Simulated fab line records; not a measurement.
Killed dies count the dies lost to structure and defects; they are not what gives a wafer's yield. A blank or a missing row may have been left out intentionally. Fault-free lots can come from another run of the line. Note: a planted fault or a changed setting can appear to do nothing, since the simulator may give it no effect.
Which tool is to blame? :: flow nandHarc :: 6 lots with 18 wafers sampled at 5 steps, on a route of 1159 steps

## WHAT THE GAUGES READ, wafer by wafer
NHARC_END_SORT_01.
lot: L160
measured: day 24 05:40
on: prober-02
killedAtArray: 33 32 103

## TOOL THAT RAN EACH LOT (tool first, then ch and the chambers of the sampled wafers, then the start)
lot: L148
NHARC_A_STAIRCASE_TRIM_12: rieDiel-13 ch 1,2,3, day 11 11:29
NHARC_A_BONDPAD_ETCH_34: rieDiel-03 ch 1,2,3, day 19 14:41
NHARC_A_BONDPAD_DEGAS_25: pvdSputter-01, day 19 15:34
NHARC_THIN_TSV_ETCH_44: rieDiel-02 ch 0,2,3, day 20 04:21

lot: L149
NHARC_A_STAIRCASE_TRIM_12: rieDiel-09 ch 0,1, day 11 12:01
NHARC_A_BONDPAD_ETCH_34: rieDiel-03 ch 1,2,3, day 19 18:43
NHARC_A_BONDPAD_DEGAS_25: pvdSputter-02, day 19 19:38
NHARC_THIN_TSV_ETCH_44: rieDiel-05 ch 1,3, day 20 12:34

lot: L155
NHARC_A_STAIRCASE_TRIM_12: rieDiel-09 ch 0,2,3, day 13 04:17
NHARC_A_BONDPAD_ETCH_34: rieDiel-03 ch 0,3, day 22 20:50
NHARC_A_BONDPAD_DEGAS_25: pvdSputter-01, day 22 21:43
NHARC_THIN_TSV_ETCH_44: rieDiel-05 ch 0,2,3, day 23 13:16

lot: L160
NHARC_A_STAIRCASE_TRIM_12: rieDiel-09 ch 1,2,3, day 13 21:05
NHARC_A_BONDPAD_ETCH_34: rieDiel-03 ch 0,1,3, day 22 21:50
NHARC_A_BONDPAD_DEGAS_25: pvdSputter-01, day 22 22:43
NHARC_THIN_TSV_ETCH_44: rieDiel-05 ch 1,2,3, day 23 15:47

lot: L161
NHARC_A_STAIRCASE_TRIM_12: rieDiel-13 ch 0,1,2, day 14 20:14
NHARC_A_BONDPAD_ETCH_34: rieDiel-03 ch 2,3, day 24 16:33
NHARC_A_BONDPAD_DEGAS_25: pvdSputter-01, day 24 17:25
NHARC_THIN_TSV_ETCH_44: rieDiel-02 ch 0,1, day 25 07:52

lot: L168
NHARC_A_STAIRCASE_TRIM_12: rieDiel-11 ch 0,2,3, day 16 01:05
NHARC_A_BONDPAD_ETCH_34: rieDiel-03 ch 0,1,2, day 25 07:16
NHARC_A_BONDPAD_DEGAS_25: pvdSputter-02, day 25 08:17
NHARC_THIN_TSV_ETCH_44: rieDiel-02 ch 0,1,3, day 26 00:24
- NHARC_A_STAIRCASE_TRIM_12: chemistry O2, time 211.2 s.
- NHARC_A_BONDPAD_ETCH_34: etches the open film in N2/H2, target depth 60 nm, overetch 18 nm, time 65.91 s.
- NHARC_A_BONDPAD_DEGAS_25: time 60 s.
- NHARC_THIN_TSV_ETCH_44: etches the open film in CF4/O2, target depth 1594.2 nm, time 797.1 s.

## THE ANSWER, worked out from the rows above alone
Rule: usual is defined by the lots themselves. Put in order of their means at a reading, lots are off if they are a third of the lots or fewer, leave a main group of 4 or more, and stand apart from it by a gap of 3 or more times the standard deviation of the main group's means; of several such gaps the widest counts. A main group whose means are all the same, to the digits that the tables above print for the reading, isn't used. Also off: a lot with no number at a reading for which 4 or more lots have one. All remaining lots with rows at the step are treated as sound.
Nothing can be told from this: no lot is off at any reading shown.

## WHAT THE SIMULATOR HAD INSERTED
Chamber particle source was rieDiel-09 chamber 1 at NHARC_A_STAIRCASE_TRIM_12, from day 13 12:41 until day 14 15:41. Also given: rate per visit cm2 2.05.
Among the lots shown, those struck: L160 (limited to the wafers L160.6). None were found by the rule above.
